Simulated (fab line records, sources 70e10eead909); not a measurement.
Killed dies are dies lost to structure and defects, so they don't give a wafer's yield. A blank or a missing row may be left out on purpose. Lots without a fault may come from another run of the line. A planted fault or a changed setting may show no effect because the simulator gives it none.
Problem report in the 8D (eight disciplines) form, filled by code | flow nand_harc | the parts of the form that need people (team, actions taken, sign-off) are left out

1. THE PROBLEM
killed_at_array at NHARC_END_SORT_01 reads a mean of 136 on 2 wafers of 2 lots; wafers without a fault read 49 with a standard deviation of 19. That is +4.6 standard deviations from the usual mean.
First seen on wafer L692.2, day 29 14:22, on prober-02. The record holds 6 wafers of 2 lots with a number at this step. Rule for "out", or "out of limits": more than 4 standard deviations from the usual mean. The other wafers with a number count as sound.

2. WHAT IT IS AND WHAT IT IS NOT
question                    | is                           | is not
which readings at this step | killed_at_array, killed_dies | killed_at_other, killed_at_periphery, killed_open, killed_short
which lots                  | L692, L696                   | -
which wafers of those lots  | L692.2, L696.5               | L692.3, L692.5, L696.3, L696.6
read on which gauges        | prober-01, prober-02         | -
when                        | from day 29 14:22            | up to then (0 sound wafers); but 4 sound wafers of L692, L696 came after

3. SUSPECTS, AND WHAT RULES EACH OUT
Counting: a tool at a process step up to the reading stays a suspect if it ran every lot that is out. Sound lots after the first of them don't rule it out here, since some wafers of a struck lot are sound.
- the gauge at NHARC_END_SORT_01: ruled out. The wafers that are out were read on 2 gauges (prober-01, prober-02).
- cvd_w-02 at NHARC_A_WL_FILL_CVD_20 (deposits W, target thk 100 nm, time 74 s): kept. It ran every lot that is out, first L692 (day 26 00:47).
- rie_diel-06 at NHARC_THIN_TSV_ETCHBACK_48 (etches the open film in C4F8/Ar, target depth 1028.5 nm, time 405.17 s): kept. It ran every lot that is out, first L692 (day 29 02:16).
- Within cvd_w-02 at NHARC_A_WL_FILL_CVD_20: the wafers that are out ran in chamber 1; their sound lot-mates ran in chamber 0.
- Within rie_diel-06 at NHARC_THIN_TSV_ETCHBACK_48: the wafers that are out ran in chamber 2; their sound lot-mates ran in chambers 0, 3.
Left after counting: cvd_w-02 at NHARC_A_WL_FILL_CVD_20, rie_diel-06 at NHARC_THIN_TSV_ETCHBACK_48.

4. THE CAUSE (what the simulator had put in)
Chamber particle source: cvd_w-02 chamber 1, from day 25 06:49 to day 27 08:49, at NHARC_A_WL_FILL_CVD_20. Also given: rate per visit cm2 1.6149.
Counting left 2 suspects, and this tool is among them.

5. THE CHAIN OF EFFECTS, in route order
Each row: a reading whose mean over the struck wafers that have a number lies more than 3 standard deviations from the usual. Only readings for which the record gives a usual standard deviation are gone through. hours: the time from each lot's start at the first step in this table that gives one to its start at this step, as a median over the lots. sigmas: the change in usual standard deviations.
hours | step              | reading         | usual | on struck wafers | change | sigmas
0     | NHARC_END_SORT_01 | killed_at_array | 49    | 136              | +86    | +4.6
0     | NHARC_END_SORT_01 | killed_dies     | 54    | 138              | +84    | +4.4

6. WHAT WOULD HAVE CAUGHT IT SOONER
In this record the first reading out of limits at a measuring or inspecting step was taken at day 29 14:22, 104 hours after the fault began at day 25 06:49.
Of the tool readings at NHARC_A_WL_FILL_CVD_20 for which the record gives a usual standard deviation, none was out on any struck wafer, so an alarm limit of 4 standard deviations on them would not have fired.
All the lots that are out (2) had begun NHARC_A_WL_FILL_CVD_20 on cvd_w-02 by day 29 14:22. A hold on the tool at that time would have spared none of them.
